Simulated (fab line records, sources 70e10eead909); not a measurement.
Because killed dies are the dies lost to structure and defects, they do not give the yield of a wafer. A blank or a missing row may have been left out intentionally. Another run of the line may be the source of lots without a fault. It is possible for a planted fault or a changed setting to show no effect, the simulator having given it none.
fab line records	flow nand-harc
[record] lots = 24	wafers = 72	last-day = 25
route steps=1159 shown A_CHANNEL_HOLE_D1@470 A_STAIRCASE@549
lots untouched by any fault: they come from a run of this same line in which no faults occurred
start-h: hours from the record's first day to the start of the lot's first wafer shown	wait-h: hours from the lot's prior step to this one	" same as the row above	L1.1+2: a row that stands for several wafers	- value missing, or start not given	* or withheld: withheld	< > ~ a bound
route shown NAME@n: NAME is a module with steps in the file, n the number in the route of the first one	usual: mean/standard deviation taken from wafers without a fault	same: alike in all rows	chamber/n: place in a boat	sites: readings site by site	_std_site: standard deviation across them	_edge_site: outer sites' mean less inner sites'	radius-mm: how far each site lies from the wafer's centre	mask NAME#n: copy n	behind: the last tool/chamber to shape the wafer	hold: why the lot went on hold/how many hours it stayed there/how the hold came to an end	device: transistor that didn't switch, given as n, p or np	end of line: the same wafers' tests at the end of the route	a step with no rows: only its recipe	killed: at the first sort, the dies lost to defects and structure; wafer yield is something else	map: a wafer's dies, x killed, . not, _ none there
set.NAME: the run value of the setting; set.NAME@STEP: its run value at that earlier step	model.NAME: the simulator's own value behind a step, which no gauge read
route steps across a sampled set of lots; one table per step, one row per wafer
services: from which hour (start-h, from the record's first day; less than 0 if before it) a tool's chamber was out of use, for how many hours, and why
[[steps]]
[step NHARC_A_CHANNEL_HOLE_D1_CD_MEAS_18]
[usual] cd-nm = 99.1/2.4
lot.wafer	tool	chamber	start-h	wait-h	cd-nm
L076.1	cd-sem-02	-	189.00	-	99.8
L076.2	"	-	"	"	100.6
L076.5	"	-	"	"	102.9
L074.1	cd-sem-02	-	189.57	-	101.6
L074.3	"	-	"	"	96.5
L074.4	"	-	"	"	100.1
L075.2	cd-sem-01	-	190.91	-	98.0
L075.5	"	-	"	"	96.8
L075.6	"	-	"	"	100.7
L077.1	cd-sem-03	-	191.12	-	97.6
L077.5	"	-	"	"	100.9
L077.6	"	-	"	"	96.1
L078.1	cd-sem-03	-	200.78	-	96.7
L078.4	"	-	"	"	96.7
L078.5	"	-	"	"	101.3
L079.1	cd-sem-01	-	200.94	-	98.5
L079.3	"	-	"	"	101.5
L079.5	"	-	"	"	100.8
L080.4	cd-sem-03	-	207.37	-	97.9
L080.5	"	-	"	"	99.4
L080.6	"	-	"	"	98.5
L081.1	cd-sem-02	-	208.08	-	99.0
L081.2	"	-	"	"	95.4
L081.4	"	-	"	"	97.9
L082.2	cd-sem-01	-	230.67	-	101.7
L082.5	"	-	"	"	101.7
L082.6	"	-	"	"	102.3
L085.2	cd-sem-01	-	231.12	-	99.0
L085.3	"	-	"	"	98.3
L085.6	"	-	"	"	103.5
L083.1	cd-sem-01	-	232.63	-	101.8
L083.4	"	-	"	"	99.8
L083.5	"	-	"	"	96.9
L084.1	cd-sem-03	-	235.91	-	99.7
L084.3	"	-	"	"	100.0
L084.6	"	-	"	"	100.3
L086.2	cd-sem-01	-	253.44	-	96.7
L086.3	"	-	"	"	98.9
L086.4	"	-	"	"	97.6
L087.2	cd-sem-01	-	253.89	-	98.1
L087.4	"	-	"	"	99.0
L087.5	"	-	"	"	96.4
L088.3	cd-sem-01	-	258.08	-	102.9
L088.5	"	-	"	"	98.9
L088.6	"	-	"	"	98.0
L089.1	cd-sem-02	-	267.03	-	101.1
L089.4	"	-	"	"	100.1
L089.6	"	-	"	"	101.9
L090.1	cd-sem-01	-	267.40	-	96.1
L090.3	"	-	"	"	99.1
L090.6	"	-	"	"	97.5
L093.1	cd-sem-01	-	288.88	-	98.6
L093.3	"	-	"	"	103.9
L093.5	"	-	"	"	100.0
L092.2	cd-sem-03	-	290.05	-	101.9
L092.5	"	-	"	"	104.2
L092.6	"	-	"	"	99.9
L091.4	cd-sem-03	-	290.53	-	101.0
L091.5	"	-	"	"	101.2
L091.6	"	-	"	"	103.9
L094.2	cd-sem-02	-	290.80	-	97.4
L094.3	"	-	"	"	97.5
L094.4	"	-	"	"	97.4
L095.1	cd-sem-03	-	296.92	-	97.5
L095.2	"	-	"	"	101.4
L095.6	"	-	"	"	94.8
L096.4	cd-sem-01	-	304.82	-	99.5
L096.5	"	-	"	"	96.1
L096.6	"	-	"	"	96.7
L097.2	cd-sem-01	-	324.62	-	103.9
L097.5	"	-	"	"	98.7
L097.6	"	-	"	"	102.5
[step NHARC_A_STAIRCASE_ETCH_13]
[recipe] target-depth-a = 1000	time-s = 40.5	ion-energy-ev = 400	c4f8-flow-sccm = 20	o2-flow-sccm = 10	ar-flow-sccm = withheld	rf-w = 600	bias-w = 1000	chemistry = C4F8/O2
[usual] oes-product-au = 0.935/0.014	rf-vpp-V = 895/3.8
lot.wafer	tool	chamber	start-h	wait-h	oes-product-au	rf-hours-counter-h	rf-vpp-V
L076.2	rie-diel-05	0	-	-	0.914	30	894
L076.1	"	3	"	"	0.922	27	891
L076.5	"	0	"	"	0.920	-	893
L075.2	rie-diel-06	0	-	-	0.933	1	898
L075.6	"	3	"	"	0.941	-	898
L075.5	"	0	"	"	0.935	-	899
L078.1	rie-diel-10	3	-	-	0.934	27	891
L078.4	"	2	"	"	0.949	26	898
L078.5	"	3	"	"	0.934	-	891
L074.3	rie-diel-10	0	-	-	0.923	27	900
L074.4	"	1	"	"	0.923	25	892
L074.1	"	2	"	"	0.940	26	899
L077.1	rie-diel-05	0	-	-	0.921	34	894
L077.6	"	3	"	"	0.938	-	892
L077.5	"	0	"	"	0.928	-	894
L079.3	rie-diel-10	3	-	-	0.929	30	890
L079.1	"	0	"	"	0.922	29	900
L079.5	"	2	"	"	0.943	-	899
L081.4	rie-diel-06	1	-	-	0.924	8	895
L081.1	"	3	"	"	0.930	9	900
L081.2	"	0	"	"	0.944	9	900
L080.4	rie-diel-10	1	-	-	0.932	31	894
L080.5	"	2	"	"	0.941	-	900
L080.6	"	3	"	"	0.941	-	892
L085.2	rie-diel-10	1	-	-	0.940	36	891
L085.3	"	3	"	"	0.960	39	892
L085.6	"	1	"	"	0.953	-	893
L082.2	rie-diel-06	1	-	-	0.947	16	895
L082.6	"	3	"	"	0.974	-	898
L082.5	"	0	"	"	0.952	-	898
L083.1	rie-diel-10	2	-	-	0.947	39	898
L083.4	"	0	"	"	0.947	40	900
L083.5	"	2	"	"	0.939	-	899
L084.3	rie-diel-10	2	-	-	0.934	39	899
L084.1	"	0	"	"	0.937	40	900
L084.6	"	3	"	"	0.931	-	891
L087.4	rie-diel-05	1	-	-	0.939	44	891
L087.2	"	3	"	"	0.913	51	891
L087.5	"	1	"	"	0.944	-	889
L086.4	rie-diel-10	2	-	-	0.975	44	897
L086.2	"	3	"	"	0.946	48	891
L086.3	"	0	"	"	0.953	47	899
L088.3	rie-diel-05	2	-	-	0.917	49	901
L088.6	"	0	"	"	0.925	-	894
L088.5	"	1	"	"	0.929	-	890
L089.4	rie-diel-05	0	-	-	0.914	59	893
L089.1	"	2	"	"	0.915	54	902
L089.6	"	1	"	"	0.923	-	891
L090.1	rie-diel-06	3	-	-	0.943	32	899
L090.3	"	0	"	"	0.926	32	898
L090.6	"	1	"	"	0.933	-	894
L093.1	rie-diel-10	2	-	-	0.938	59	898
L093.3	"	0	"	"	0.923	60	899
L093.5	"	2	"	"	0.929	-	899
L092.2	rie-diel-10	1	-	-	0.927	57	892
L092.5	"	0	"	"	0.929	-	898
L092.6	"	1	"	"	0.930	-	891
L091.4	rie-diel-06	0	-	-	0.954	40	896
L091.5	"	3	"	"	0.966	-	898
L091.6	"	0	"	"	0.941	-	897
L095.2	rie-diel-05	3	-	-	0.938	1	890
L095.1	"	1	"	"	0.957	1	891
L095.6	"	3	"	"	0.939	-	891
L094.4	rie-diel-05	0	-	-	0.912	1	892
L094.2	"	1	"	"	0.933	1	890
L094.3	"	2	"	"	0.941	1	900
L096.4	rie-diel-06	0	-	-	0.924	48	897
L096.5	"	0	"	"	0.920	-	898
L096.6	"	1	"	"	0.920	-	894
L097.2	rie-diel-10	2	-	-	0.934	7	898
L097.6	"	3	"	"	0.917	-	890
L097.5	"	0	"	"	0.957	-	900
[step NHARC_A_STAIRCASE_TRIM_14]
[recipe] time-s = 211.2	o2-flow-sccm = 500	ar-flow-sccm = 0	bias-w = 0	chemistry = O2
[usual] drypump-motor-current-A = 5.9/0.53	o2-flow-sccm = 499.9/1.4	oes-product-au = 0.997/0.0093	rf-vpp-V = 57.6/0.87	showerhead-plenum-p-Torr = 3.51/0.1	throttle-valve-pct = 17.036/0.0096
lot.wafer	tool	chamber	start-h	wait-h	drypump-motor-current-A	o2-flow-sccm	oes-product-au	rf-hours-counter-h	rf-vpp-V	showerhead-plenum-p-Torr	throttle-valve-pct
L076.1	rie-diel-05	3	-	-	5.7	499.4	0.976	27	56.9	3.41	17.033
L076.2	"	2	"	"	6.7	500.5	0.996	24	57.8	3.68	17.031
L076.5	"	3	"	"	5.7	500.5	0.981	-	58.8	3.41	17.049
L075.2	rie-diel-06	1	-	-	5.7	500.5	0.998	1	58.9	3.52	17.030
L075.5	"	0	"	"	6.2	497.1	1.012	-	58.3	3.60	17.030
L075.6	"	1	"	"	5.8	498.4	0.994	-	56.6	3.52	17.034
L078.1	rie-diel-10	0	-	-	5.5	501.7	0.999	26	58.2	3.64	17.046
L078.4	"	2	"	"	6.2	498.7	0.998	26	58.0	3.61	17.030
L078.5	"	1	"	"	6.7	501.5	0.990	-	57.8	3.43	17.025
L074.1	rie-diel-10	1	-	-	6.7	501.2	0.991	25	58.0	3.43	17.027
L074.3	"	2	"	"	6.3	503.1	1.008	26	58.0	3.61	17.029
L074.4	"	0	"	"	5.5	500.2	0.999	27	56.8	3.64	17.058
L077.1	rie-diel-05	0	-	-	5.9	499.6	0.992	34	57.2	3.46	17.033
L077.5	"	0	"	"	5.9	498.8	0.991	-	57.8	3.46	17.022
L077.6	"	1	"	"	5.3	499.0	1.001	-	59.2	3.37	17.025
L079.3	rie-diel-10	2	-	-	6.3	501.3	1.005	29	58.3	3.61	17.042
L079.1	"	3	"	"	5.2	501.5	0.985	30	57.6	3.40	17.047
L079.5	"	1	"	"	6.7	498.3	0.989	-	56.5	3.43	17.023
L080.4	rie-diel-10	0	-	-	5.5	501.3	1.006	33	57.6	3.64	17.042
L080.6	"	3	"	"	5.2	498.5	1.003	-	58.3	3.40	17.030
L080.5	"	0	"	"	5.5	499.0	1.005	-	57.8	3.64	17.037
L081.1	rie-diel-06	0	-	-	6.2	500.9	0.995	12	58.3	3.60	17.034
L081.4	"	1	"	"	5.7	500.7	0.988	10	56.6	3.52	17.026
L081.2	"	3	"	"	6.1	499.4	0.993	13	57.6	3.60	17.036
L085.3	rie-diel-10	1	-	-	6.7	499.0	0.995	36	57.8	3.42	17.036
L085.2	"	3	"	"	5.2	501.8	0.999	39	59.1	3.39	17.052
L085.6	"	1	"	"	6.7	497.1	0.984	-	56.8	3.42	17.028
L082.2	rie-diel-06	0	-	-	6.2	496.5	1.007	18	57.7	3.59	17.038
L082.5	"	0	"	"	6.2	498.5	1.003	-	56.6	3.59	17.028
L082.6	"	1	"	"	5.8	501.1	0.991	-	56.4	3.51	17.025
L083.1	rie-diel-10	3	-	-	5.2	499.0	0.994	41	56.7	3.39	17.034
L083.4	"	1	"	"	6.7	500.5	0.992	38	58.0	3.42	17.033
L083.5	"	0	"	"	5.5	499.5	1.014	-	58.0	3.63	17.041
L084.1	rie-diel-10	1	-	-	6.7	500.9	0.995	38	58.9	3.42	17.035
L084.3	"	3	"	"	5.2	499.5	0.998	41	56.8	3.39	17.026
L084.6	"	1	"	"	6.7	501.4	0.997	-	56.6	3.42	17.048
L087.4	rie-diel-05	0	-	-	5.9	503.0	1.002	51	58.1	3.45	17.037
L087.2	"	2	"	"	6.7	499.0	0.994	47	57.5	3.67	17.029
L087.5	"	3	"	"	5.7	499.1	0.997	-	58.1	3.40	17.045
L086.2	rie-diel-10	0	-	-	5.4	500.3	0.989	47	58.4	3.63	17.027
L086.4	"	1	"	"	6.7	499.2	0.995	44	57.2	3.42	17.034
L086.3	"	2	"	"	6.3	499.8	1.013	44	57.1	3.60	17.033
L088.3	rie-diel-05	2	-	-	6.7	499.8	0.993	49	57.7	3.67	17.041
L088.6	"	0	"	"	5.9	501.2	1.001	-	57.1	3.45	17.035
L088.5	"	1	"	"	5.3	501.8	1.004	-	57.4	3.36	17.033
L089.4	rie-diel-05	2	-	-	6.7	500.7	0.998	54	59.0	3.66	17.020
L089.1	"	3	"	"	5.7	498.7	0.981	58	57.2	3.39	17.031
L089.6	"	2	"	"	6.7	499.4	0.989	-	59.0	3.66	17.040
L090.3	rie-diel-06	0	-	-	6.2	498.4	0.999	32	57.6	3.59	17.031
L090.1	"	3	"	"	6.2	502.4	0.998	32	56.5	3.59	17.029
L090.6	"	0	"	"	6.2	499.8	1.007	-	58.6	3.59	17.037
L093.3	rie-diel-10	0	-	-	5.5	500.9	1.001	60	56.5	3.62	17.036
L093.1	"	2	"	"	6.3	499.4	1.024	59	58.7	3.59	17.029
L093.5	"	0	"	"	5.5	499.4	0.996	-	56.2	3.62	17.045
L092.2	rie-diel-10	0	-	-	5.5	499.3	1.003	61	58.0	3.62	17.038
L092.6	"	1	"	"	6.7	498.0	0.990	-	58.3	3.41	17.042
L092.5	"	2	"	"	6.2	499.4	1.013	-	57.7	3.59	17.047
L091.4	rie-diel-06	1	-	-	5.8	500.3	0.994	37	58.5	3.50	17.041
L091.6	"	3	"	"	6.2	501.1	1.000	-	56.6	3.59	17.054
L091.5	"	0	"	"	6.2	499.0	0.982	-	55.6	3.58	17.029
L095.1	rie-diel-05	0	-	-	5.9	499.8	0.987	1	58.6	3.44	17.044
L095.2	"	3	"	"	5.7	502.5	0.984	1	58.2	3.39	17.047
L095.6	"	1	"	"	5.3	499.3	0.984	-	58.8	3.35	17.058
L094.3	rie-diel-05	1	-	-	5.3	498.9	1.007	2	55.2	3.36	17.032
L094.2	"	2	"	"	6.7	501.9	1.014	1	58.5	3.66	17.038
L094.4	"	3	"	"	5.7	500.8	0.975	1	56.7	3.39	17.030
L096.4	rie-diel-06	0	-	-	6.2	498.8	0.996	49	57.2	3.58	17.038
L096.6	"	3	"	"	6.1	498.5	1.013	-	58.5	3.58	17.029
L096.5	"	0	"	"	6.2	500.0	0.992	-	57.8	3.58	17.030
L097.2	rie-diel-10	0	-	-	5.5	498.5	1.026	8	58.0	3.61	17.014
L097.5	"	0	"	"	5.5	498.6	1.026	-	57.0	3.61	17.047
L097.6	"	1	"	"	6.7	498.1	1.002	-	57.2	3.41	17.032
[step NHARC_A_STAIRCASE_ETCH_15]
[recipe] target-depth-a = 1000	time-s = 40.5	ion-energy-ev = 400	c4f8-flow-sccm = 20	o2-flow-sccm = 10	ar-flow-sccm = withheld	rf-w = 600	bias-w = 1000	chemistry = C4F8/O2
[usual] oes-product-au = 0.939/0.011	rf-vpp-V = 895/4
lot.wafer	tool	chamber	start-h	wait-h	oes-product-au	rf-hours-counter-h	rf-vpp-V
L076.1	rie-diel-05	2	-	-	0.929	24	902
L076.2	"	3	"	"	0.914	28	893
L076.5	"	3	"	"	0.920	-	891
L075.2	rie-diel-06	0	-	-	0.941	1	898
L075.6	"	0	"	"	0.937	-	899
L075.5	"	1	"	"	0.929	-	895
L078.4	rie-diel-10	3	-	-	0.943	27	893
L078.1	"	0	"	"	0.934	27	900
L078.5	"	3	"	"	0.936	-	891
L074.3	rie-diel-10	0	-	-	0.952	27	900
L074.4	"	2	"	"	0.951	26	897
L074.1	"	3	"	"	0.940	28	890
L077.1	rie-diel-05	2	-	-	0.938	27	901
L077.6	"	1	"	"	0.943	-	890
L077.5	"	2	"	"	0.945	-	902
L079.1	rie-diel-10	1	-	-	0.923	28	893
L079.3	"	2	"	"	0.948	29	899
L079.5	"	1	"	"	0.932	-	893
L080.4	rie-diel-10	2	-	-	0.934	32	898
L080.5	"	1	"	"	0.928	-	891
L080.6	"	2	"	"	0.945	-	898
L081.4	rie-diel-06	2	-	-	0.947	11	892
L081.1	"	3	"	"	0.967	13	900
L081.2	"	1	"	"	0.932	10	896
L085.3	rie-diel-10	1	-	-	0.938	36	891
L085.2	"	2	"	"	0.963	37	898
L085.6	"	1	"	"	0.955	-	892
L082.2	rie-diel-06	2	-	-	0.944	17	893
L082.5	"	3	"	"	0.963	-	897
L082.6	"	0	"	"	0.946	-	899
L083.4	rie-diel-10	2	-	-	0.954	39	899
L083.1	"	3	"	"	0.934	41	890
L083.5	"	1	"	"	0.945	-	893
L084.3	rie-diel-10	1	-	-	0.927	38	890
L084.1	"	2	"	"	0.949	39	899
L084.6	"	1	"	"	0.939	-	892
L087.4	rie-diel-05	2	-	-	0.938	47	902
L087.2	"	3	"	"	0.915	51	891
L087.5	"	2	"	"	0.934	-	900
L086.2	rie-diel-10	2	-	-	0.963	44	897
L086.3	"	0	"	"	0.943	47	897
L086.4	"	1	"	"	0.937	44	892
L088.3	rie-diel-05	1	-	-	0.935	47	889
L088.6	"	1	"	"	0.938	-	890
L088.5	"	2	"	"	0.925	-	899
L089.1	rie-diel-05	3	-	-	0.917	58	890
L089.4	"	0	"	"	0.930	59	894
L089.6	"	2	"	"	0.932	-	901
L090.1	rie-diel-06	1	-	-	0.934	30	896
L090.3	"	3	"	"	0.943	32	898
L090.6	"	2	"	"	0.939	-	893
L093.3	rie-diel-10	3	-	-	0.927	63	891
L093.1	"	0	"	"	0.926	61	899
L093.5	"	3	"	"	0.932	-	891
L092.2	rie-diel-10	0	-	-	0.925	61	898
L092.6	"	1	"	"	0.939	-	893
L092.5	"	2	"	"	0.952	-	900
L091.4	rie-diel-06	0	-	-	0.922	40	898
L091.5	"	3	"	"	0.938	-	896
L091.6	"	0	"	"	0.934	-	897
L095.2	rie-diel-05	1	-	-	0.941	1	889
L095.1	"	3	"	"	0.934	1	891
L095.6	"	1	"	"	0.940	-	888
L094.2	rie-diel-05	1	-	-	0.941	2	891
L094.3	"	2	"	"	0.936	2	900
L094.4	"	3	"	"	0.933	2	892
L096.4	rie-diel-06	2	-	-	0.937	45	891
L096.6	"	3	"	"	0.945	-	899
L096.5	"	0	"	"	0.948	-	897
L097.2	rie-diel-10	2	-	-	0.948	7	900
L097.5	"	1	"	"	0.944	-	891
L097.6	"	2	"	"	0.943	-	898
[step NHARC_A_STAIRCASE_DESCUM_186]
[recipe] time-s = 3	o2-flow-sccm = 200	ar-flow-sccm = 0	bias-power-w = 0	chemistry = O2
[usual] drypump-motor-current-A = 5.9/0.45	o2-flow-sccm = 200.0/0.57	oes-product-au = 0.998/0.0097	rf-vpp-V = 57.8/0.85	showerhead-plenum-p-Torr = 1.90/0.056	throttle-valve-pct = 11.311/0.0096
lot.wafer	tool	chamber	start-h	wait-h	drypump-motor-current-A	o2-flow-sccm	oes-product-au	rf-hours-counter-h	rf-vpp-V	showerhead-plenum-p-Torr	throttle-valve-pct
L076.2	rie-diel-06	1	253.72	-	5.7	199.3	0.990	1	58.2	1.91	11.310
L076.1	"	3	"	"	6.2	199.2	0.994	1	58.4	1.96	11.327
L076.5	"	1	"	"	5.7	198.9	0.994	-	57.0	1.91	11.315
L075.2	rie-diel-06	1	255.52	-	5.8	200.1	0.999	2	59.1	1.91	11.300
L075.6	"	3	"	"	6.1	199.8	1.005	-	58.6	1.96	11.310
L075.5	"	0	"	"	6.2	199.7	1.000	-	57.3	1.96	11.324
L078.4	rie-diel-10	3	260.81	-	5.2	199.7	1.003	30	56.4	1.84	11.309
L078.1	"	0	"	"	5.4	200.0	1.016	29	59.0	1.98	11.301
L078.5	"	1	"	"	6.7	199.5	0.989	-	57.3	1.86	11.309
L074.4	rie-diel-06	3	261.35	-	6.1	200.1	1.002	6	56.9	1.96	11.313
L074.3	"	0	"	"	6.2	200.2	0.999	6	57.5	1.96	11.317
L074.1	"	1	"	"	5.8	199.7	0.982	5	57.0	1.91	11.321
L077.1	rie-diel-06	3	261.63	-	6.1	200.0	0.991	6	57.1	1.96	11.331
L077.5	"	0	"	"	6.2	199.8	1.001	-	58.5	1.95	11.299
L077.6	"	1	"	"	5.8	201.3	0.981	-	57.5	1.91	11.331
L079.1	rie-diel-06	2	265.73	-	5.4	200.4	1.004	8	57.2	1.86	11.306
L079.3	"	1	"	"	5.8	200.1	0.988	8	58.6	1.91	11.297
L079.5	"	2	"	"	5.4	201.7	0.994	-	57.4	1.86	11.305
L080.4	rie-diel-06	0	271.59	-	6.2	200.0	1.003	13	58.3	1.95	11.286
L080.5	"	3	"	"	6.1	199.5	1.008	-	58.9	1.96	11.298
L080.6	"	0	"	"	6.2	199.7	0.999	-	58.3	1.95	11.318
L081.1	rie-diel-06	0	273.33	-	6.2	199.2	1.014	13	57.7	1.95	11.313
L081.4	"	1	"	"	5.8	199.6	0.996	11	58.0	1.91	11.302
L081.2	"	3	"	"	6.1	199.8	1.011	14	58.6	1.96	11.306
L082.2	rie-diel-05	3	294.75	-	5.7	200.9	0.988	45	57.4	1.84	11.309
L082.6	"	3	"	"	5.7	200.4	0.991	-	57.8	1.84	11.317
L082.5	"	0	"	"	5.9	200.7	0.999	-	58.2	1.87	11.302
L085.2	rie-diel-06	2	295.13	-	5.4	200.8	0.992	18	57.6	1.86	11.303
L085.3	"	3	"	"	6.1	200.1	0.999	19	58.1	1.95	11.332
L085.6	"	1	"	"	5.7	199.9	1.005	-	58.0	1.90	11.307
L083.1	rie-diel-10	0	299.18	-	5.5	199.5	1.009	42	57.8	1.97	11.307
L083.4	"	1	"	"	6.7	199.3	1.007	39	57.0	1.85	11.303
L083.5	"	0	"	"	5.5	200.3	1.009	-	59.3	1.97	11.309
L084.3	rie-diel-05	1	299.50	-	5.3	199.7	1.014	41	57.9	1.82	11.310
L084.1	"	0	"	"	5.9	200.7	0.996	48	56.4	1.87	11.322
L084.6	"	2	"	"	6.7	200.3	0.994	-	57.9	2.00	11.305
L087.2	rie-diel-06	1	314.49	-	5.7	200.2	1.006	25	58.3	1.90	11.307
L087.4	"	3	"	"	6.1	199.6	0.998	26	58.3	1.95	11.307
L087.5	"	2	"	"	5.4	200.2	0.990	-	58.3	1.86	11.313
L086.3	rie-diel-05	3	314.77	-	5.7	200.4	0.974	52	56.7	1.84	11.327
L086.4	"	1	"	"	5.3	200.9	0.995	46	57.4	1.82	11.300
L086.2	"	2	"	"	6.7	199.8	0.994	48	56.5	1.99	11.308
L088.3	rie-diel-10	2	319.47	-	6.3	201.1	1.021	47	58.4	1.95	11.311
L088.6	"	2	"	"	6.3	200.4	1.009	-	56.3	1.95	11.304
L088.5	"	3	"	"	5.2	200.4	0.998	-	56.9	1.83	11.317
L090.1	rie-diel-10	3	330.92	-	5.2	199.1	0.998	56	55.7	1.83	11.309
L090.3	"	2	"	"	6.2	199.4	1.015	53	56.9	1.95	11.318
L090.6	"	3	"	"	5.2	198.5	0.996	-	59.4	1.83	11.319
L089.1	rie-diel-10	2	331.21	-	6.3	200.1	1.004	53	58.5	1.95	11.311
L089.4	"	0	"	"	5.5	200.7	0.989	55	58.0	1.97	11.311
L089.6	"	2	"	"	6.3	200.4	1.004	-	59.0	1.95	11.300
L092.2	rie-diel-06	1	350.58	-	5.7	199.7	1.004	38	56.8	1.90	11.310
L092.5	"	0	"	"	6.2	199.5	0.992	-	58.2	1.94	11.310
L092.6	"	1	"	"	5.7	200.0	1.002	-	57.7	1.90	11.322
L093.1	rie-diel-05	2	350.74	-	6.7	199.4	1.006	0	59.2	1.99	11.306
L093.3	"	3	"	"	5.7	199.9	0.974	0	58.0	1.83	11.310
L093.5	"	3	"	"	5.7	200.1	0.976	-	57.7	1.83	11.321
L091.4	rie-diel-06	1	354.26	-	5.8	199.8	1.004	39	56.6	1.90	11.325
L091.5	"	1	"	"	5.7	199.9	1.002	-	58.2	1.90	11.298
L091.6	"	2	"	"	5.5	201.0	1.002	-	57.2	1.85	11.309
L095.1	rie-diel-06	1	361.17	-	5.7	200.6	1.002	43	58.6	1.90	11.317
L095.2	"	3	"	"	6.1	201.0	1.010	49	57.3	1.94	11.303
L095.6	"	0	"	"	6.2	198.8	0.994	-	57.9	1.94	11.297
L094.3	rie-diel-05	3	361.91	-	5.7	200.2	0.984	7	57.2	1.83	11.290
L094.2	"	0	"	"	5.9	199.3	0.988	7	57.6	1.86	11.290
L094.4	"	0	"	"	5.9	199.6	0.990	-	56.7	1.86	11.314
L096.4	rie-diel-10	3	367.36	-	5.2	200.3	0.986	1	56.7	1.83	11.317
L096.5	"	3	"	"	5.2	200.4	0.981	-	56.7	1.83	11.321
L096.6	"	0	"	"	5.4	200.1	1.029	-	58.6	1.97	11.309
L097.2	rie-diel-05	2	390.28	-	6.7	200.3	0.997	9	57.7	1.99	11.302
L097.6	"	1	"	"	5.3	198.8	0.995	-	57.0	1.81	11.303
L097.5	"	2	"	"	6.7	200.2	1.002	-	58.1	1.99	11.304
[step NHARC_A_STAIRCASE_ETCH_223]
[recipe] target-depth-a = 1000	time-s = 40.5	ion-energy-ev = 400	c4f8-flow-sccm = 20	o2-flow-sccm = 10	ar-flow-sccm = withheld	rf-w = 600	bias-w = 1000	chemistry = C4F8/O2
[usual] oes-product-au = 0.936/0.013	rf-vpp-V = 894/4
lot.wafer	tool	chamber	start-h	wait-h	oes-product-au	rf-hours-counter-h	rf-vpp-V
L076.2	rie-diel-10	1	-	-	0.921	26	893
L076.1	"	2	"	"	0.941	27	898
L076.5	"	1	"	"	0.925	-	894
L075.2	rie-diel-06	3	-	-	0.934	7	898
L075.5	"	3	"	"	0.937	-	898
L075.6	"	0	"	"	0.936	-	898
L078.1	rie-diel-10	1	-	-	0.943	30	892
L078.4	"	2	"	"	0.947	31	897
L078.5	"	2	"	"	0.953	-	897
L074.1	rie-diel-05	3	-	-	0.920	36	892
L074.4	"	1	"	"	0.927	31	891
L074.3	"	2	"	"	0.918	33	901
L077.1	rie-diel-05	2	-	-	0.927	33	901
L077.5	"	1	"	"	0.945	-	890
L077.6	"	2	"	"	0.930	-	902
L079.1	rie-diel-05	2	-	-	0.933	36	902
L079.3	"	3	"	"	0.926	39	892
L079.5	"	0	"	"	0.929	-	891
L080.4	rie-diel-06	1	-	-	0.929	12	896
L080.5	"	3	"	"	0.948	-	899
L080.6	"	0	"	"	0.932	-	897
L081.2	rie-diel-06	3	-	-	0.955	16	898
L081.4	"	0	"	"	0.944	15	899
L081.1	"	1	"	"	0.945	14	896
L085.2	rie-diel-05	2	-	-	0.926	43	901
L085.3	"	0	"	"	0.929	48	893
L085.6	"	1	"	"	0.937	-	890
L082.2	rie-diel-05	3	-	-	0.922	47	891
L082.5	"	1	"	"	0.935	-	889
L082.6	"	2	"	"	0.926	-	902
L083.4	rie-diel-10	2	-	-	0.964	42	899
L083.1	"	0	"	"	0.945	45	900
L083.5	"	3	"	"	0.944	-	890
L084.3	rie-diel-05	0	-	-	0.929	50	894
L084.1	"	1	"	"	0.935	43	888
L084.6	"	3	"	"	0.926	-	891
L087.4	rie-diel-06	1	-	-	0.950	26	894
L087.2	"	3	"	"	0.948	28	900
L087.5	"	1	"	"	0.958	-	895
L086.2	rie-diel-05	2	-	-	0.939	50	900
L086.4	"	0	"	"	0.960	54	893
L086.3	"	1	"	"	0.944	47	891
L088.3	rie-diel-05	1	-	-	0.945	51	889
L088.6	"	1	"	"	0.945	-	890
L088.5	"	2	"	"	0.938	-	899
L090.3	rie-diel-05	3	-	-	0.929	62	890
L090.1	"	0	"	"	0.932	65	893
L090.6	"	2	"	"	0.944	-	899
L089.1	rie-diel-06	2	-	-	0.922	35	893
L089.4	"	3	"	"	0.940	38	898
L089.6	"	3	"	"	0.940	-	898
L092.2	rie-diel-05	0	-	-	0.916	3	894
L092.5	"	0	"	"	0.907	-	892
L092.6	"	3	"	"	0.907	-	890
L093.3	rie-diel-05	1	-	-	0.939	5	889
L093.1	"	3	"	"	0.913	5	890
L093.5	"	1	"	"	0.922	-	890
L091.4	rie-diel-05	1	-	-	0.924	-	888
L091.6	"	3	"	"	0.925	-	890
L091.5	"	0	"	"	0.936	-	891
L095.1	rie-diel-06	1	-	-	0.940	45	895
L095.2	"	3	"	"	0.959	51	899
L095.6	"	1	"	"	0.941	-	895
L094.4	rie-diel-10	0	-	-	0.958	1	900
L094.2	"	1	"	"	0.934	1	893
L094.3	"	3	"	"	0.926	1	889
L096.6	rie-diel-05	3	-	-	0.930	-	890
L096.4	"	0	"	"	0.930	-	892
L096.5	"	1	"	"	0.939	-	888
L097.2	rie-diel-06	3	-	-	0.944	58	896
L097.6	"	3	"	"	0.942	-	897
L097.5	"	0	"	"	0.928	-	899
[[services]]
tool	chamber	start-h	hours	kind
rie-diel-05	2	232.68	11.8	repair
rie-diel-10	0	234.57	-	clean
rie-diel-10	1	234.57	-	clean
rie-diel-10	2	234.57	-	clean
rie-diel-10	3	234.57	-	clean
rie-diel-05	3	238.63	4.1	repair
rie-diel-05	1	240.59	11.9	repair
rie-diel-06	-	241.24	9.0	pm
rie-diel-10	0	259.09	-	clean
rie-diel-10	1	259.09	-	clean
rie-diel-10	2	259.09	-	clean
rie-diel-10	3	259.09	-	clean
rie-diel-05	0	278.79	4.6	repair
rie-diel-10	0	283.59	-	clean
rie-diel-10	1	283.59	-	clean
rie-diel-10	2	283.59	-	clean
rie-diel-10	3	283.59	-	clean
rie-diel-10	0	308.09	-	clean
rie-diel-10	1	308.09	-	clean
rie-diel-10	2	308.09	-	clean
rie-diel-10	3	308.09	-	clean
rie-diel-05	-	341.57	9.0	pm
rie-diel-10	-	353.50	9.0	pm
rie-diel-05	2	356.08	19.8	repair
[[key]]
fault none
